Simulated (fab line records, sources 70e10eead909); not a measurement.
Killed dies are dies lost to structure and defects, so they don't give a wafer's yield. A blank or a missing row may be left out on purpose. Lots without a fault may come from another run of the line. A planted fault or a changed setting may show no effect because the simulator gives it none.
fab line records | flow nand_harc
record lots=14 wafers=40 last_day=25
route steps=1159 shown A_STAIRCASE@670 END@1159
lots that met no fault: from a run of the same line without faults
start_h: hours from the record's first day to the start of the lot's first wafer shown | wait_h: hours since the lot's step before | " the same as in the row above | L1.1+2: a row that stands for several wafers | - no value, or no start given | * or withheld: withheld | < > ~ a bound
route shown NAME@n: a module of which the file shows steps, and the number in the route of the first | usual: mean/standard deviation of fault-free wafers | same: alike in all rows | chamber/n: place in a boat | sites: the reading at each site | _std_site: their standard deviation | _edge_site: outer sites' mean less inner sites' | radius_mm: how far each site lies from the wafer's centre | mask NAME#n: copy n | behind: the tool/chamber that last shaped the wafer | hold: why the lot was held/for how many hours/how that ended | device: the transistor (n, p or np) that didn't switch | end of line: the same wafers' tests at the end of the route | a step without rows: its recipe alone | killed: dies lost to structure and defects at the first sort, not the wafer's yield | map: a wafer's dies, x killed, . not, _ none there
set.NAME: the setting as run; set.NAME@STEP: as run at that earlier step | model.NAME: the simulator's own value behind a step, which no gauge read
steps of the route over a sample of lots; a table a step, a row a wafer
services: from which hour (start_h, from the record's first day; less than 0 if before it) a tool's chamber was out of use, for how many hours, and why
## steps
# step NHARC_A_STAIRCASE_STRIP_295
# recipe o2_flow_sccm=500 ar_flow_sccm=0 bias_w=0 chemistry=O2
# usual drypump_motor_current_A=5.8/0.4 oes_product_au=0.999/0.0086 rf_vpp_V=57.8/0.9 showerhead_plenum_p_Torr=3.53/0.15 throttle_valve_pct=17.035/0.009
# columns lot.wafer tool chamber start_h wait_h drypump_motor_current_A oes_product_au rf_hours_counter_h rf_vpp_V showerhead_plenum_p_Torr throttle_valve_pct
L147.4 rie_diel-11 2 - - 5.4 1.012 23 59.8 3.68 17.056
L147.6 " 2 " " 5.4 1.000 - 59.4 3.68 17.030
L147.5 " 3 " " 5.5 1.003 - 58.0 3.59 17.039
L146.1 rie_diel-02 3 - - 6.5 0.999 38 58.0 3.28 17.045
L146.2 " 0 " " 6.3 0.996 34 56.3 3.44 17.048
L146.6 " 2 " " 5.7 1.005 - 56.1 3.44 17.038
L152.3 rie_diel-03 1 - - 5.7 1.005 18 58.2 3.55 17.044
L152.5 " 2 " " 5.9 0.998 - 57.6 3.66 17.039
L152.6 " 3 " " 5.7 0.990 - 57.5 3.39 17.025
L151.1 rie_diel-03 3 - - 5.7 0.980 23 58.0 3.39 17.034
L151.4 " 0 " " 5.9 0.996 21 57.6 3.52 17.030
L151.3 " 1 " " 5.7 0.991 19 59.4 3.55 17.041
L153.2 rie_diel-02 1 - - 5.1 1.017 48 58.1 3.27 17.020
L153.4 " 3 " " 6.5 0.999 51 57.1 3.27 17.035
L153.5 " 1 " " 5.1 1.008 - 57.4 3.27 17.043
L155.4 rie_diel-02 2 - - 5.7 0.994 56 58.1 3.43 17.047
L155.1 " 3 " " 6.4 0.997 55 57.4 3.27 17.041
L155.6 " 3 " " 6.5 0.996 - 55.6 3.27 17.020
L156.4 rie_diel-03 1 - - 5.6 1.009 27 58.0 3.55 17.040
L156.2 " 2 " " 5.9 0.988 29 58.9 3.66 17.035
L156.6 " 3 " " 5.7 0.993 - 57.5 3.38 17.032
L160.4 rie_diel-11 3 - - 5.5 0.991 51 59.1 3.57 17.046
L160.5 " 1 " " 5.9 0.993 - 58.0 3.56 17.030
L160.6 " 2 " " 5.4 1.012 - 57.9 3.67 17.024
L158.1 rie_diel-02 0 - - 6.3 0.995 2 57.0 3.42 17.034
L158.3 " 1 " " 5.1 1.004 2 58.2 3.81 17.032
L162.1 rie_diel-02 0 - - 6.3 0.990 6 56.6 3.42 17.031
L162.2 " 2 " " 5.7 1.010 6 58.5 3.43 17.031
L162.4 " 3 " " 6.5 1.005 6 57.8 3.80 17.041
L161.2 rie_diel-02 0 - - 6.3 0.995 6 56.9 3.42 17.034
L161.1 " 1 " " 5.1 1.012 5 58.9 3.81 17.017
L165.3 rie_diel-02 0 - - 6.3 0.988 11 57.2 3.42 17.044
L165.5 " 2 " " 5.7 1.016 - 56.8 3.42 17.037
L165.6 " 3 " " 6.4 0.989 - 59.0 3.80 17.034
L167.3 rie_diel-02 3 - - 6.5 1.007 12 56.7 3.80 17.062
L167.5 " 3 " " 6.5 1.002 - 58.6 3.80 17.047
L167.6 " 0 " " 6.3 0.982 - 57.3 3.42 17.031
L169.2 rie_diel-11 0 - - 6.1 1.001 11 58.8 3.54 17.047
L169.1 " 1 " " 5.8 1.006 11 57.1 3.54 17.043
L169.4 " 2 " " 5.3 0.997 11 58.5 3.65 17.042
# step NHARC_A_STAIRCASE_ETCH_315
# recipe target_depth_a=25000 time_s=607.1 ion_energy_ev=800 c4f8_flow_sccm=80 o2_flow_sccm=60 ar_flow_sccm=withheld rf_w=600 bias_w=3000 chemistry=C4F8/O2/Ar
# usual oes_product_au=0.934/0.0098 rf_vpp_V=1826/11
# columns lot.wafer tool chamber start_h wait_h oes_product_au rf_hours_counter_h rf_vpp_V
L147.4 rie_diel-11 1 - - 0.930 25 1830
L147.6 " 1 " " 0.942 - 1830
L147.5 " 2 " " 0.929 - 1837
L146.2 rie_diel-03 2 - - 0.936 12 1836
L146.1 " 1 " " 0.936 15 1829
L146.6 " 1 " " 0.935 - 1830
L152.3 rie_diel-02 3 - - 0.941 50 1808
L152.6 " 2 " " 0.948 - 1820
L152.5 " 3 " " 0.928 - 1808
L151.1 rie_diel-11 3 - - 0.929 36 1830
L151.4 " 1 " " 0.937 34 1829
L151.3 " 2 " " 0.935 34 1838
L153.4 rie_diel-02 2 - - 0.933 54 1820
L153.2 " 3 " " 0.927 53 1807
L153.5 " 2 " " 0.935 - 1820
L155.4 rie_diel-11 2 - - 0.940 42 1836
L155.1 " 3 " " 0.931 43 1830
L155.6 " 1 " " 0.923 - 1828
L156.4 rie_diel-02 0 - - 0.928 55 1820
L156.2 " 3 " " 0.936 58 1808
L156.6 " 0 " " 0.926 - 1818
L160.4 rie_diel-02 2 - - 0.939 0 1820
L160.6 " 2 " " 0.949 - 1818
L160.5 " 3 " " 0.944 - 1847
L158.1 rie_diel-03 1 - - 0.935 42 1828
L158.3 " 2 " " 0.928 44 1836
L162.2 rie_diel-03 1 - - 0.936 47 1827
L162.4 " 2 " " 0.924 50 1836
L162.1 " 3 " " 0.920 52 1816
L161.1 rie_diel-02 2 - - 0.942 11 1818
L161.2 " 3 " " 0.925 10 1845
L165.3 rie_diel-03 0 - - 0.936 50 1825
L165.6 " 1 " " 0.944 - 1827
L165.5 " 2 " " 0.925 - 1835
L167.3 rie_diel-02 3 - - 0.927 13 1846
L167.5 " 1 " " 0.930 - 1847
L167.6 " 2 " " 0.941 - 1821
L169.1 rie_diel-11 3 - - 0.923 13 1828
L169.2 " 0 " " 0.940 12 1829
L169.4 " 2 " " 0.934 12 1836
# step NHARC_A_STAIRCASE_ALD_415
# recipe target_thk_a=300 pulse_time_s=6 ald_cycles=300 temp_c=300 material=SiO2
# usual ald_cycles=300/0 heater_power_w=488/63 precursor_pulse_height_rel=1.001/0.019
# columns lot.wafer tool chamber start_h wait_h ald_cycles heater_power_w precursor_pulse_height_rel
L147.4 ald_hk-01 0 266.51 0.7 300 438 1.005
L147.6 " 1 " " 300 495 1.012
L147.5 " 2 " " 300 522 0.974
L146.1 ald_hk-03 0 267.45 0.1 300 418 1.004
L146.2 " 2 " " 300 566 0.996
L146.6 " 1 269.79 2.4 300 484 0.993
L152.3 ald_hk-04 0 291.88 0.3 300 590 1.001
L152.6 " 3 " " 300 472 0.993
L152.5 " 0 " " 300 601 1.015
L151.4 ald_hk-04 2 294.64 0.3 300 436 0.977
L151.1 " 3 " " 300 478 0.986
L151.3 " 0 " " 300 612 0.983
L153.2 ald_hk-03 3 300.08 0.1 300 503 1.033
L153.4 " 1 301.92 1.9 300 493 0.991
L153.5 " 3 303.77 3.7 300 495 1.005
L155.1 ald_hk-03 3 317.76 1.9 300 494 1.025
L155.4 " 2 " " 300 557 0.996
L155.6 " 3 " " 300 482 0.993
L156.4 ald_hk-03 1 319.99 0.1 300 507 1.021
L156.2 " 0 " " 300 425 1.003
L156.6 " 2 " " 300 572 1.008
L160.4 ald_hk-03 1 339.67 0.1 300 490 0.984
L160.5 " 1 " " 300 488 1.034
L160.6 " 2 " " 300 580 0.989
L158.1 ald_hk-03 0 350.45 0.1 300 403 1.000
L158.3 " 1 " " 381 503 1.004
L162.1 ald_hk-04 1 360.62 0.1 300 437 1.001
L162.4 " 2 " " 300 436 1.032
L162.2 " 3 " " 300 467 1.009
L161.2 ald_hk-03 3 360.79 0.1 381 468 1.027
L161.1 " 1 " " 300 494 0.989
L165.3 ald_hk-03 1 374.80 0.8 381 485 0.980
L165.6 " 2 " " 300 577 1.010
L165.5 " 3 " " 300 477 1.027
L167.3 ald_hk-04 2 379.72 1.2 300 420 1.030
L167.6 " 0 " " 300 599 1.016
L167.5 " 1 " " 300 443 0.970
L169.1 ald_hk-04 2 408.66 0.5 300 418 1.003
L169.4 " 3 " " 300 479 1.025
L169.2 " 0 " " 300 603 1.004
# step NHARC_A_STAIRCASE_DEP_417
# recipe target_thk_a=600 step_coverage_pct=20 temp_c=400 target_thk_nm=60 flow_sccm=200 rf_w=450 material=Si3N4
# usual heater_power_w=705/93
# columns lot.wafer tool chamber start_h wait_h heater_power_w
L147.6 pecvd-02 1 268.31 - 621
L147.4 " 2 " " 760
L147.5 " 0 " " 682
L146.1 pecvd-03 1 271.43 - 662
L146.2 " 0 " " 723
L146.6 " 2 " " 569
L152.3 pecvd-01 1 294.10 - 675
L152.5 " 1 " " 690
L152.6 " 2 " " 741
L151.1 pecvd-01 1 296.76 - 705
L151.3 " 2 " " 735
L151.4 " 0 " " 908
L153.2 pecvd-03 1 306.69 - 721
L153.4 " 1 " " 740
L153.5 " 2 " " 506
L155.1 pecvd-03 1 320.20 - 668
L155.6 " 2 " " 531
L155.4 " 0 " " 941
L156.2 pecvd-02 1 322.31 - 678
L156.6 " 0 " " 728
L156.4 " 1 " " 670
L160.4 pecvd-01 2 342.07 - 756
L160.6 " 0 " " 808
L160.5 " 1 " " 680
L158.3 pecvd-02 0 352.85 - 632
L158.1 " 2 " " 698
L162.1 pecvd-01 0 362.97 - 772
L162.2 " 1 " " 627
L162.4 " 0 " " 767
L161.2 pecvd-01 1 363.38 - 721
L161.1 " 0 " " 869
L165.3 pecvd-03 1 376.38 - 606
L165.5 " 2 " " 583
L165.6 " 0 " " 821
L167.3 pecvd-02 1 381.52 - 687
L167.5 " 2 " " 635
L167.6 " 0 " " 658
L169.1 pecvd-03 1 411.91 - 683
L169.2 " 2 " " 548
L169.4 " 0 " " 829
# step NHARC_END_SORT_01
# recipe temp_c=25
# usual killed_at_array=28/11 killed_at_other=0.5/0.85 killed_at_periphery=2.7/1.9 killed_dies=32/12 killed_open=3.3/1.6 killed_short=2.1/1.5
# same gross_dies=677
# columns lot.wafer tool chamber start_h wait_h killed_at_array killed_at_other killed_at_periphery killed_dies killed_open killed_short
L158.1 prober-01 0 525.81 2.5 30 0 4 34 2 3
L158.3 prober-01 0 527.41 3.1 676 0 1 677 4 2
L161.1 prober-01 0 556.25 2.5 16 3 2 21 2 3
L161.2 prober-01 0 557.05 2.8 676 0 1 677 3 1
L165.3 prober-02 0 573.35 3.1 677 0 0 677 0 1
L165.5 prober-02 0 574.97 3.7 42 0 4 46 3 1
L165.6 prober-02 0 575.78 4.0 44 0 4 48 4 3
# killed by level:class
L158.1 A_SLIT:chamber_film_flake=15 A_CHANNEL_HOLE_D1:chamber_film_flake=5 A_STAIRCASE:chamber_film_flake=3 A_SOURCE_PLATE:geometric_particle:short=2 P_M1:chamber_film_flake=2 A_CONTACT:chamber_film_flake=2 P_CONTACT:geometric_particle:open=1 A_SGD_CUT:geometric_particle:short=1
L158.3 A_STAIRCASE:area_ald=638 A_SLIT:chamber_film_flake=14 A_CHANNEL_HOLE_D1:chamber_film_flake=10 A_STAIRCASE:chamber_film_flake=4 A_CONTACT:geometric_particle:open=2 A_CONTACT:chamber_film_flake=2 A_M0:chamber_film_flake=2 A_ONON_D1:geometric_particle:open=1
L161.1 A_CHANNEL_HOLE_D1:chamber_film_flake=8 A_STAIRCASE:chamber_film_flake=3 A_CONTACT:chamber_film_flake=3 P_CONTACT:geometric_particle:open=1 A_ONON_D1:geometric_particle:short=1 A_WL_FILL:geometric_particle:short=1 STARTING-WAFER:geometric_particle:short=1 P_BONDPAD:chamber_film_flake=1
L161.2 A_STAIRCASE:area_ald=662 A_CHANNEL_HOLE_D1:chamber_film_flake=4 A_STAIRCASE:chamber_film_flake=4 A_CONTACT:chamber_film_flake=2 P_CONTACT:geometric_particle:open=1 A_SGD_CUT:geometric_particle:short=1 A_CONTACT:geometric_particle:open=1 A_M0:geometric_particle:open=1
L165.3 A_STAIRCASE:area_ald=648 A_CHANNEL_HOLE_D1:chamber_film_flake=10 A_SLIT:chamber_film_flake=8 A_CONTACT:chamber_film_flake=5 A_STAIRCASE:chamber_film_flake=4 A_WL_FILL:geometric_particle:short=1 A_WL_FILL:chamber_film_flake=1
L165.5 A_SLIT:chamber_film_flake=20 A_CHANNEL_HOLE_D1:chamber_film_flake=12 A_STAIRCASE:chamber_film_flake=4 A_CONTACT:chamber_film_flake=3 P_M0:geometric_particle:open=2 P_ZERO_WELL:chamber_film_flake=2 A_WL_FILL:geometric_particle:short=1 A_WL_FILL:geometric_particle:open=1
L165.6 A_SLIT:chamber_film_flake=19 A_CHANNEL_HOLE_D1:chamber_film_flake=10 A_STAIRCASE:chamber_film_flake=5 A_CONTACT:chamber_film_flake=3 P_ZERO_WELL:chamber_film_flake=2 A_WL_FILL:chamber_film_flake=2 P_M0:geometric_particle:short=1 P_M2:geometric_particle:open=1
## services
# columns tool chamber start_h hours kind
pecvd-01 - 237.00 13.0 pm
rie_diel-02 0 257.76 - clean
rie_diel-02 1 257.76 - clean
rie_diel-02 2 257.76 - clean
rie_diel-02 3 257.76 - clean
rie_diel-03 0 259.93 7.7 repair
pecvd-03 - 264.44 0.4 repair
rie_diel-03 1 267.17 12.7 repair
rie_diel-11 - 272.47 0.4 repair
rie_diel-02 0 282.26 - clean
rie_diel-02 1 282.26 - clean
rie_diel-02 2 282.26 - clean
rie_diel-02 3 282.26 - clean
pecvd-03 - 292.41 13.0 pm
pecvd-01 - 318.23 4.8 repair
ald_hk-03 - 322.30 10.0 pm
rie_diel-02 - 328.06 9.0 pm
pecvd-02 - 334.45 13.0 pm
rie_diel-11 - 339.93 0.7 repair
pecvd-01 2 361.15 11.4 repair
rie_diel-03 1 362.93 8.5 repair
rie_diel-11 - 368.53 9.0 pm
rie_diel-03 - 392.40 9.0 pm
rie_diel-11 2 393.87 1.4 repair
## key
first_sign step=NHARC_A_STAIRCASE_ALD_415 reading=ald_cycles direction=up sigmas=99+ usual=300 struck=381
effect step=NHARC_END_SORT_01 reading=killed_at_array direction=up sigmas=57 usual=28 struck=676
more_kills_born_at NHARC_A_STAIRCASE_ALD_415@ald_hk-03=1948
met_at NHARC_A_STAIRCASE_ALD_415
struck_lots L158,L161,L165
struck_wafers L158.3,L161.2,L165.3
later_rows_left_out L158.3,L161.2,L165.3
tester_left_out L158,L161,L165
not_acting_at NHARC_A_STAIRCASE_STRIP_295,NHARC_A_STAIRCASE_ETCH_315,NHARC_A_STAIRCASE_DEP_417
onset_between 339.67 350.45
fault kind=process_parameter_drift tool=ald_hk-03 chamber=- onset_h=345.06 steps=NHARC_A_STAIRCASE_ALD_415 channel=ald_cycles offset=81 shape=step end_h=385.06 scope=struck_wafers_only acts_in=these_recipes_only stated=300
# tester_left_out: of these lots the tester's yield and bins aren't shown, on N5 and GAA mostly nor the transistor test; their killed dies are dies lost to structure and defects alone, not to doping, threshold or leakage, so they don't give the yield
# later_rows_left_out: the simulator's readings of these wafers behind a module that went badly wrong aren't trusted and aren't shown, but for the sort
